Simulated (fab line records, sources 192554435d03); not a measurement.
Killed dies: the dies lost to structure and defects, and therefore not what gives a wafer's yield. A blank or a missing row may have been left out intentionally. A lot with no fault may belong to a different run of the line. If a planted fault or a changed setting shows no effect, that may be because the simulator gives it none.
fab line records	flow n5Finfet
record lots=6	wafers=18	lastDay=16
route steps=1938 shown BEOL_M14@1730
lots untouched by any fault: they come from a run of this same line in which no faults occurred
startH: start of the lot's first displayed wafer, in hours after the record's first day	waitH: hours from the lot's prior step to this one	" the same as in the row above	L1.1+2: one row covering several wafers at once	- no value, or no start given	* or withheld: withheld	< > ~ a bound
route shown NAME@n: a module of which the file shows steps, and the number in the route of the first	usual: mean/standard deviation of fault-free wafers	same: alike in all rows	chamber/n: place in a boat	sites: the reading at each site	_std_site: the values' standard deviation	_edge_site: mean of outer sites minus mean of inner sites	radiusMm: for every site, how far away it sits from the centre of the wafer	mask NAME#n: copy n	behind: tool/chamber where the wafer was last shaped	hold: why the lot was held/for how many hours/how that ended	device: the transistor (n, p or np) that didn't switch	end of line: tests of these same wafers at the route's end	for a step that has no rows: nothing shown but its recipe	killed: dies lost to structure and defects at the first sort, not the wafer's yield	map: per-die view of a wafer (x killed, . not killed, _ where there is no die)
set.NAME: the setting the step ran with; set.NAME@STEP: the setting that earlier step ran with	model.NAME: the simulator's own value behind a step, which no gauge read
a table for each step, a row for each wafer; lots at some steps of the route
services: when a tool's chamber went out of use (startH, in hours from the record's first day, below 0 if earlier), for how many hours, and the reason
## steps
# step N5_BEOL_M14_ETCH_59
# recipe chemistry=N2/H2	target=BARC	targetDepthA=890	overetchA=267	timeS=67.9	ionEnergyEv=200	pressureMtorr=30	sourceW=840	biasW=150	n2FlowSccm=200	h2FlowSccm=200
# usual drypumpMotorCurrentA=5.8/0.52	oesProductAu=0.67/0.062	rfVppV=523.5/2.2	showerheadPlenumPTorr=2.53/0.068	throttleValvePct=17.90/0.26
lot.wafer	tool	chamber	startH	waitH	drypumpMotorCurrentA	oesProductAu	rfHoursCounterH	rfVppV	showerheadPlenumPTorr	throttleValvePct
L884.3	rieDiel-01	0	292.67	0.0	5.3	0.70	83	524.9	2.54	17.65
L884.4	"	2	"	"	5.2	0.66	128	520.1	2.45	17.86
L884.6	"	2	"	"	5.2	0.65	-	521.8	2.45	17.89
L888.1	rieDiel-02	0	294.91	0.0	5.6	0.76	21	527.2	2.61	17.91
L888.2	"	2	"	"	5.8	0.61	219	525.8	2.61	17.90
L888.4	"	1	"	"	6.6	0.59	209	520.8	2.52	18.29
L886.1	rieDiel-01	0	299.38	0.0	5.3	0.71	85	522.5	2.54	17.66
L886.4	"	1	"	"	5.5	0.67	108	525.2	2.56	17.73
L886.6	"	2	"	"	5.2	0.65	-	520.9	2.45	17.89
L891.2	rieDiel-01	1	312.06	0.0	5.5	0.66	112	523.6	2.56	17.74
L891.4	"	2	"	"	5.2	0.64	135	520.4	2.45	17.88
L891.5	"	3	"	"	6.3	0.65	-	524.6	2.57	17.58
L893.1	rieDiel-01	2	335.03	0.0	5.1	0.64	144	520.4	2.45	17.91
L893.4	"	3	"	"	6.3	0.65	111	523.4	2.57	17.61
L893.6	"	0	"	"	5.3	0.69	-	525.6	2.54	17.67
L898.4	rieDiel-01	0	355.34	0.0	5.3	0.68	104	523.0	2.53	17.69
L898.5	"	0	"	"	5.3	0.69	-	524.3	2.53	17.68
L898.6	"	3	"	"	6.3	0.65	-	523.5	2.57	17.62
# step N5_BEOL_M14_VIA_ETCH_16
# recipe chemistry=C4F8/O2/Ar	target=SiO2	heInnerTorr=15	heOuterTorr=30	targetDepthA=12313	timeS=withheld	ionEnergyEv=800	pressureMtorr=20	sourceW=1905	biasW=2040	Ar_flow_sccm=400	C4F8_flow_sccm=16	O2_flow_sccm=12	ends=cleared
# usual drypumpMotorCurrentA=5.8/0.52	heInnerTorr=14.998/0.03	oesProductAu=0.70/0.066	rfVppV=2215/35	showerheadPlenumPTorr=3.42/0.092	throttleValvePct=30.90/0.24
lot.wafer	tool	chamber	startH	waitH	drypumpMotorCurrentA	heInnerTorr	oesProductAu	rfVppV	showerheadPlenumPTorr	throttleValvePct
L884.3	rieDiel-01	0	292.73	0.0	5.3	14.997	0.73	2167	3.49	30.96
L884.4	"	2	"	"	5.1	14.968	0.68	2268	3.31	30.78
L884.6	"	2	"	"	5.1	15.007	0.68	2267	3.31	30.77
L888.1	rieDiel-02	0	294.96	0.0	5.6	14.993	0.79	2195	3.50	30.85
L888.2	"	2	"	"	5.9	14.993	0.66	2241	3.53	30.89
L888.4	"	1	"	"	6.6	15.067	0.63	2241	3.41	31.23
L886.1	rieDiel-01	0	299.43	0.0	5.3	14.984	0.73	2167	3.49	30.96
L886.4	"	1	"	"	5.5	15.017	0.71	2215	3.50	30.89
L886.6	"	2	"	"	5.1	14.982	0.68	2268	3.31	30.77
L891.2	rieDiel-01	1	312.11	0.0	5.4	14.959	0.69	2216	3.49	30.91
L891.4	"	2	"	"	5.2	14.957	0.67	2269	3.31	30.79
L891.5	"	3	"	"	6.2	15.032	0.69	2190	3.46	30.52
L893.1	rieDiel-01	2	335.09	0.0	5.1	15.005	0.68	2268	3.30	30.80
L893.4	"	3	"	"	6.3	15.051	0.70	2190	3.46	30.53
L893.6	"	0	"	"	5.3	15.058	0.73	2167	3.48	31.00
L898.4	rieDiel-01	0	355.39	0.0	5.3	15.003	0.71	2166	3.48	30.98
L898.5	"	0	"	"	5.3	14.983	0.71	2166	3.48	30.98
L898.6	"	3	"	"	6.3	14.937	0.67	2189	3.46	30.52
# step N5_BEOL_M14_STRIP_63
# recipe chemistry=O2	powerW=600	tempC=60	pressureMtorr=30	rfFrequencyHz=6e+07	biasPowerW=0	overashFraction=0.3	o2FlowSccm=225
# usual drypumpMotorCurrentA=5.7/0.52	o2FlowSccm=225.1/0.66	oesProductAu=0.78/0.076	rfVppV=3.7/0.84	showerheadPlenumPTorr=2.09/0.059	throttleValvePct=16.73/0.24
# same biasPowerW=0
lot.wafer	tool	chamber	startH	waitH	drypumpMotorCurrentA	o2FlowSccm	oesProductAu	rfHoursCounterH	rfVppV	showerheadPlenumPTorr	throttleValvePct
L884.3	rieDiel-01	0	-	-	5.3	225.0	0.83	83	3.7	2.12	16.73
L884.4	"	2	"	"	5.1	226.7	0.76	128	2.4	2.03	16.76
L884.6	"	2	"	"	5.1	226.3	0.76	-	2.2	2.03	16.76
L888.1	rieDiel-02	0	-	-	5.6	225.5	0.89	21	1.4	2.16	16.68
L888.2	"	2	"	"	5.8	225.5	0.72	219	2.9	2.16	16.75
L888.4	"	1	"	"	6.6	224.8	0.70	210	3.2	2.07	16.96
L886.1	rieDiel-01	0	-	-	5.3	225.4	0.82	85	3.5	2.12	16.71
L886.4	"	1	"	"	5.5	225.4	0.78	108	3.9	2.14	16.71
L886.6	"	2	"	"	5.1	226.2	0.77	-	4.0	2.03	16.76
L891.2	rieDiel-01	1	-	-	5.4	224.8	0.77	112	3.7	2.14	16.74
L891.4	"	2	"	"	5.2	224.5	0.76	135	5.0	2.03	16.77
L891.5	"	3	"	"	6.3	224.2	0.79	-	3.1	2.10	16.30
L893.1	rieDiel-01	2	-	-	5.2	224.8	0.75	144	5.1	2.02	16.78
L893.4	"	3	"	"	6.3	224.0	0.77	111	3.4	2.10	16.26
L893.6	"	0	"	"	5.3	226.1	0.79	-	4.2	2.11	16.74
L898.4	rieDiel-01	0	-	-	5.3	225.3	0.78	104	4.7	2.11	16.75
L898.5	"	0	"	"	5.3	225.9	0.78	-	3.8	2.11	16.75
L898.6	"	3	"	"	6.2	225.5	0.76	-	3.2	2.10	16.24
# step N5_BEOL_M14_STRIP_64
# recipe chemistry=O2	powerW=600	tempC=60	pressureMtorr=30	rfFrequencyHz=6e+07	biasPowerW=0	overashFraction=0.3	o2FlowSccm=225
# usual drypumpMotorCurrentA=5.7/0.52	o2FlowSccm=225.0/0.7	oesProductAu=0.78/0.074	rfVppV=3.7/0.43	showerheadPlenumPTorr=2.09/0.059	throttleValvePct=16.73/0.24
# same biasPowerW=0
lot.wafer	tool	chamber	startH	waitH	drypumpMotorCurrentA	o2FlowSccm	oesProductAu	rfHoursCounterH	rfVppV	showerheadPlenumPTorr	throttleValvePct
L884.3	rieDiel-01	0	-	-	5.3	224.8	0.82	83	3.0	2.12	16.72
L884.4	"	2	"	"	5.1	224.7	0.76	128	3.8	2.03	16.76
L884.6	"	2	"	"	5.1	223.6	0.76	-	3.0	2.03	16.76
L888.1	rieDiel-02	0	-	-	5.6	225.4	0.89	21	3.8	2.16	16.68
L888.2	"	2	"	"	5.8	225.2	0.72	219	3.9	2.16	16.78
L888.4	"	1	"	"	6.6	225.1	0.70	210	3.4	2.07	16.96
L886.1	rieDiel-01	0	-	-	5.3	224.6	0.83	85	3.4	2.12	16.71
L886.4	"	1	"	"	5.4	226.1	0.78	108	3.7	2.14	16.69
L886.6	"	2	"	"	5.1	223.9	0.76	-	3.5	2.03	16.77
L891.2	rieDiel-01	1	-	-	5.5	224.7	0.77	112	3.7	2.14	16.73
L891.4	"	2	"	"	5.1	225.2	0.75	135	3.6	2.02	16.77
L891.5	"	3	"	"	6.2	224.7	0.77	-	3.8	2.10	16.25
L893.1	rieDiel-01	2	-	-	5.2	226.1	0.74	144	2.9	2.02	16.80
L893.4	"	3	"	"	6.3	225.0	0.76	111	3.9	2.10	16.26
L893.6	"	0	"	"	5.3	223.8	0.80	-	3.7	2.11	16.75
L898.4	rieDiel-01	0	-	-	5.3	225.7	0.80	104	3.8	2.11	16.75
L898.5	"	0	"	"	5.3	225.5	0.80	-	3.2	2.11	16.76
L898.6	"	3	"	"	6.2	226.0	0.76	-	3.6	2.10	16.27
# step N5_BEOL_M14_STRIP_71
# recipe chemistry=postEtchResidueRemover	timeS=60	tempC=25	removerPh=withheld	removerWaterWtPct=withheld	removerFluorideWtPct=withheld
# step N5_BEOL_M14_SRD_72
# recipe timeS=30	tempC=23	rinseLiquid=diw	dry=n2Spin	spinRpm=1500	dryTimeS=30
# step N5_BEOL_M14_CD_MEAS_17
# recipe targetCdNm=250	polarity=opening
# usual cdNm=249.7/2.3
lot.wafer	tool	chamber	startH	waitH	cdNm
L884.3	cdSem-03	-	293.08	0.0	248.7
L884.4	"	-	"	"	253.5
L884.6	"	-	"	"	252.3
L888.1	cdSem-03	-	295.31	0.0	251.8
L888.2	"	-	"	"	250.7
L888.4	"	-	"	"	252.6
L886.1	cdSem-03	-	299.78	0.0	248.9
L886.4	"	-	"	"	250.4
L886.6	"	-	"	"	251.6
L891.2	cdSem-02	-	312.46	0.0	252.9
L891.4	"	-	"	"	252.4
L891.5	"	-	"	"	249.2
L893.1	cdSem-02	-	335.43	0.0	250.6
L893.4	"	-	"	"	249.3
L893.6	"	-	"	"	251.3
L898.4	cdSem-01	-	355.74	0.0	252.1
L898.5	"	-	"	"	249.5
L898.6	"	-	"	"	251.2
# step N5_BEOL_M14_COAT_65
# recipe resist=SOC	tempC=250	timeS=60	spinRpm=1500	resistThkNm=450
# step N5_BEOL_M14_COAT_66
# recipe resist=SiARC	tempC=220	timeS=60	spinRpm=1500	resistThkNm=110
# step N5_BEOL_M14_COAT_22
# recipe spinRpm=2888	resistThkNm=300
# step N5_BEOL_M14_EBR_24
# recipe solvent=PGMEA	ebrWidthMm=1.5
# step N5_BEOL_M14_SOFTBAKE_23
# recipe tempC=130	timeS=60
# step N5_BEOL_M14_EXPOSE_25
# recipe maskId=M14	na=0.8	sourceShape=annular	sigmaInner=0.5	sigmaOuter=0.8	polarization=unpolarized	targetCdNm=280	doseMj=26.6
# usual exposureDoseMJCm2=26.592/0.029	focusOffsetNm=0.1/0.47
lot.wafer	tool	chamber	startH	waitH	mask	exposureDoseMJCm2	focusOffsetNm
L884.3	krfScanner-02	-	293.27	-	M14#0	-	-
L884.4	"	-	"	"	M14#0	-	-
L884.6	"	-	"	"	M14#0	-	-
L888.1	krfScanner-02	-	295.46	-	M14#0	-	-
L888.2	"	-	"	"	M14#0	-	-
L888.4	"	-	"	"	M14#0	-	-
L886.1	krfScanner-01	0	299.94	-	M14#0	26.551	0.6
L886.4	"	0	"	"	M14#0	26.537	0.6
L886.6	"	0	"	"	M14#0	26.576	0.6
L891.2	krfScanner-01	0	312.62	-	M14#0	26.620	-0.2
L891.4	"	0	"	"	M14#0	26.585	-0.7
L891.5	"	0	"	"	M14#0	26.577	0.2
L893.1	krfScanner-02	0	335.71	-	M14#0	26.652	0.5
L893.4	"	0	"	"	M14#0	26.590	0.6
L893.6	"	0	"	"	M14#0	26.609	0.3
L898.4	krfScanner-02	0	355.91	-	M14#0	26.573	0.7
L898.5	"	0	"	"	M14#0	26.616	-0.2
L898.6	"	0	"	"	M14#0	26.637	0.0
# step N5_BEOL_M14_PEB_26
# recipe pebTempC=130	pebTimeS=90
## services
tool	chamber	startH	hours	kind
rieDiel-02	0	269.78	9.7	repair
rieDiel-01	-	271.78	1.1	repair
krfScanner-01	-	281.18	1.0	pm
krfScanner-01	-	289.88	4.0	pm
krfScanner-02	-	304.68	12.1	repair
krfScanner-01	0	330.45	-	calibration
krfScanner-02	-	342.81	0.6	repair
krfScanner-01	-	350.69	0.3	repair
## key
firstSign step=N5_BEOL_M14_EXPOSE_25	reading=toolRecord	direction=missing
effect none on later readings
metAt N5_BEOL_M14_EXPOSE_25
struckWafers L884.3,L884.4,L884.6,L888.1,L888.2,L888.4
laterRowsLeftOut L884.3,L884.4,L884.6,L888.1,L888.2,L888.4
sortLeftOut L884.3,L884.4,L884.6,L888.1,L888.2,L888.4
earlierFault kind=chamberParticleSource	tool=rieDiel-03	chamber=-	onsetH=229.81	steps=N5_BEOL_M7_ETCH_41	ratePerVisitCm2=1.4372	untilTheNextWetClean=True
earlierFault kind=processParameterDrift	tool=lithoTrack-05	chamber=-	onsetH=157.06	steps=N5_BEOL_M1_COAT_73	channel=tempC	offset=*	shape=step	actsIn=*	stated=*
fault kind=skippedStepWhole	tool=krfScanner-02	chamber=-	onsetH=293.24	steps=N5_BEOL_M14_EXPOSE_25	scope=struckLotsOnly
# sortLeftOut: the simulated sort isn't trusted on such a fault, so these wafers' sort isn't shown, and their yield isn't known
# laterRowsLeftOut: the simulator's readings of these wafers behind a module that went badly wrong aren't trusted and aren't shown, but for the sort
